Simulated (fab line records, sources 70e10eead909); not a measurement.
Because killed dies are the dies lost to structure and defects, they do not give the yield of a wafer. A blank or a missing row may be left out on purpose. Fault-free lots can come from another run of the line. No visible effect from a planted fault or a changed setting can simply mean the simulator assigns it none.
Commonality check across tools ; flow nand-harc ; 15 lots and 45 wafers in the sample

== WHY IT WAS OPENED ==
On 3 of the 15 lots, a flag is raised at NHARC_P_M0_CD_MEAS_09 on the reading cd-nm. Wafers without a fault read 90.1 nm, standard deviation 0.55.
Rule: flag the lot when none of its wafers has a number, or when each of its wafers that has one lies beyond 4 standard deviations from that mean. All remaining lots are regarded as sound.

lot;measured;on;cd-nm (nm), wafer by wafer;flag
L243;day 5 20:07;cd-sem-03;90.2 90.0 90.3;
L244;day 6 00:54;cd-sem-01;90.7 89.8 89.0;
L246;day 6 13:45;cd-sem-03;90.9 90.3 90.2;
L245;day 6 16:35;cd-sem-01;90.0 90.8 90.4;
L247;day 6 17:24;cd-sem-02;90.5 88.7 90.0;
L249;day 7 11:04;cd-sem-02;89.0 89.1 90.0;
L250;day 7 11:13;cd-sem-02;90.2 89.2 90.2;
L252;day 8 08:17;cd-sem-02;89.9 90.1 89.7;
L254;day 8 10:55;cd-sem-03;90.9 89.4 91.0;
L258;day 9 15:13;cd-sem-03;50.8 50.9 50.0;FLAGGED
L260;day 10 01:51;cd-sem-03;89.7 90.5 89.6;
L261;day 10 02:29;cd-sem-02;60.5 61.1 60.9;FLAGGED
L262;day 11 00:16;cd-sem-02;60.4 61.8 60.7;FLAGGED
L264;day 11 04:26;cd-sem-03;90.5 89.6 89.9;
L266;day 11 17:34;cd-sem-01;89.7 89.8 89.3;
Average over the flagged lots: 57.5 nm; offset from the usual -32.6 nm, equal to -59 standard deviations.

== TOOL THAT RAN EACH LOT ==
The record holds 3 process steps before the reading, out of a route of 1159 steps. In each cell: the tool, then ch and the chambers that the sampled wafers went through, then the start.
lot;flag;NHARC_P_CONTACT_ETCH_36;NHARC_P_CONTACT_STRIP_28;NHARC_P_M0_EXPOSE_06
L243;;rie-diel-10 ch 0,1,3, day 5 17:03 or earlier;rie-diel-10 ch 1,3, day 5 17:03;arfi-scanner-02 ch 0, day 5 19:59
L244;;rie-diel-02 ch 0,1,2, day 5 17:39 or earlier;rie-diel-10 ch 0,1,3, day 5 17:39;arfi-scanner-02 ch 0, day 6 00:46
L246;;rie-diel-02 ch 0,1, day 6 06:17 or earlier;rie-diel-10 ch 0,1, day 6 06:17;arfi-scanner-03 ch 0, day 6 13:37
L245;;rie-diel-10 ch 0,2, day 6 13:35 or earlier;rie-diel-10 ch 0,1, day 6 13:35;arfi-scanner-03 ch 0, day 6 16:26
L247;;rie-diel-02 ch 0,1,3, day 6 14:23 or earlier;rie-diel-02 ch 0,1,3, day 6 14:23;arfi-scanner-03 ch 0, day 6 17:16
L249;;rie-diel-10 ch 0,1,3, day 7 07:52 or earlier;rie-diel-10 ch 2,3, day 7 07:52;arfi-scanner-03 ch 0, day 7 10:56
L250;;rie-diel-04 ch 0,3, day 7 08:07 or earlier;rie-diel-10 ch 1,3, day 7 08:07;arfi-scanner-01 ch 0, day 7 11:05
L252;;rie-diel-02 ch 0,2,3, day 8 05:10 or earlier;rie-diel-02 ch 0,1,2, day 8 05:10;arfi-scanner-01 ch 0, day 8 08:09
L254;;rie-diel-02 ch 0,2,3, day 8 08:00 or earlier;rie-diel-02 ch 0,3, day 8 08:00;arfi-scanner-01 ch 0, day 8 10:47
L258;FLAGGED;rie-diel-04 ch 1,3, day 9 05:50 or earlier;rie-diel-10 ch 0,2,3, day 9 05:50;arfi-scanner-02 ch 0, day 9 15:05
L260;;rie-diel-10 ch 1,3, day 9 21:40 or earlier;rie-diel-02 ch 0,1,2, day 9 21:40;arfi-scanner-03 ch 0, day 10 01:42
L261;FLAGGED;rie-diel-10 ch 2,3, day 9 22:03 or earlier;rie-diel-02 ch 1,2, day 9 22:03;arfi-scanner-02 ch 0, day 10 02:21
L262;FLAGGED;rie-diel-10 ch 1,2,3, day 10 16:34 or earlier;rie-diel-10 ch 1,2,3, day 10 16:34;arfi-scanner-02 ch 0, day 11 00:08
L264;;rie-diel-04 ch 0,2,3, day 11 01:22 or earlier;rie-diel-10 ch 0,2, day 11 01:22;arfi-scanner-01 ch 0, day 11 04:18
L266;;rie-diel-10 ch 1,2,3, day 11 12:58 or earlier;rie-diel-02 ch 1,2,3, day 11 12:58;arfi-scanner-01 ch 0, day 11 17:25
What these steps do:
- NHARC_P_CONTACT_ETCH_36: etches the open film in N2/H2, target depth 260 nm, time 406.25 s.
- NHARC_P_CONTACT_STRIP_28: strips in O2.
- NHARC_P_M0_EXPOSE_06: exposes mask P M0, target cd 90 nm.
- NHARC_P_M0_CD_MEAS_09: target cd 90 nm.

== FLAGGED OVER TOTAL, TOOL BY TOOL (the gauges that took the reading come last) ==
step;tool;lots run;flagged;share of the flagged lots;sound lots run after its first flagged lot
NHARC_P_CONTACT_ETCH_36;rie-diel-02;5;0;none;-
NHARC_P_CONTACT_ETCH_36;rie-diel-04;3;1;some;1 (L264)
NHARC_P_CONTACT_ETCH_36;rie-diel-10;7;2;some;1 (L266)
NHARC_P_CONTACT_STRIP_28;rie-diel-02;6;1;some;1 (L266)
NHARC_P_CONTACT_STRIP_28;rie-diel-10;9;2;some;1 (L264)
NHARC_P_M0_EXPOSE_06;arfi-scanner-01;5;0;none;-
NHARC_P_M0_EXPOSE_06;arfi-scanner-02;5;3;all;0
NHARC_P_M0_EXPOSE_06;arfi-scanner-03;5;0;none;-
NHARC_P_M0_CD_MEAS_09;cd-sem-01;3;0;none;-
NHARC_P_M0_CD_MEAS_09;cd-sem-02;6;2;some;0
NHARC_P_M0_CD_MEAS_09;cd-sem-03;6;1;some;2 (L260,L264)
NHARC_P_CONTACT_ETCH_36: start missing for some lots; hours and lot order therefore follow NHARC_P_CONTACT_STRIP_28.

== WHAT IS ALLOWED BY THE TABLE ==
In the table, 1 row covers all flagged lots: arfi-scanner-02 at NHARC_P_M0_EXPOSE_06.
- arfi-scanner-02 at NHARC_P_M0_EXPOSE_06 ran 5 lots, 3 of them flagged. Last sound lot L244 at day 6 00:46, first flagged lot L258 at day 9 15:05; a fault beginning in between fits. Its own readings lie more than 4 standard deviations out on every wafer of the flagged lots: exposure-dose-mJ-cm2.
What remains is a single tool, arfi-scanner-02 at NHARC_P_M0_EXPOSE_06.

== WHAT THE SIMULATOR PUT IN ==
Drift in process parameters on arfi-scanner-02 at NHARC_P_M0_EXPOSE_06, starting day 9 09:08. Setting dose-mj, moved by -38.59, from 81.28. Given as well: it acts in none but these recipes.
Lots struck among those shown: L258, L261, L262. This agrees with what the rule above found.
